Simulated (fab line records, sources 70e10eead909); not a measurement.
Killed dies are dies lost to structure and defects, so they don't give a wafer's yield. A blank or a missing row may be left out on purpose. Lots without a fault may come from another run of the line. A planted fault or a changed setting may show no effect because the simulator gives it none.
Chamber matching | flow nand_harc | NHARC_P_ZERO_WELL_DESCUM_54 on rie_diel-13: 4 sister chambers
The step chemistry O2, time 3 s. 4 wafers are shown with their chamber, then 7 later ones without.

WAFERS WITH THEIR CHAMBER
wafer  | chamber | showerhead_plenum_p_Torr (Torr)
L078.5 | 0       | 2.07
L083.3 | 2       | 1.86
L089.1 | 3       | 1.78
L089.4 | 1       | 1.77

WAFERS WITHOUT THEIR CHAMBER
wafer  | showerhead_plenum_p_Torr (Torr)
L089.6 | 1.77
L090.1 | 1.77
L090.2 | 1.86
L090.5 | 1.86
L095.1 | 1.78
L095.2 | 2.05
L095.3 | 1.77

WHICH CHAMBER EACH WENT THROUGH
wafer  | from the rows above     | in truth
L089.6 | can't be placed: 1 or 3 | 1
L090.1 | can't be placed: 1 or 3 | 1
L090.2 | 2                       | 2
L090.5 | 2                       | 2
L095.1 | can't be placed: 3 or 1 | 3
L095.2 | 0                       | 0
L095.3 | can't be placed: 1 or 3 | 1
Placed correctly: 3 of 7. Can't be placed from these rows: 4 (the true chamber is among the candidates in 4). Placed wrongly: 0.
How it was worked out, from the rows above alone: a wafer's distance from a chamber is the root of the sum, over the readings, of the square of ((its reading less the chamber's mean) divided by the reading's scatter). The wafer belongs to the nearest chamber; if the next one is less than 2 further off, it can't be placed. A chamber's mean is the mean of its shown wafers. The scatter: with one shown wafer a chamber, the root of the mean of the squares of how far each hidden wafer lies from its nearest shown one.
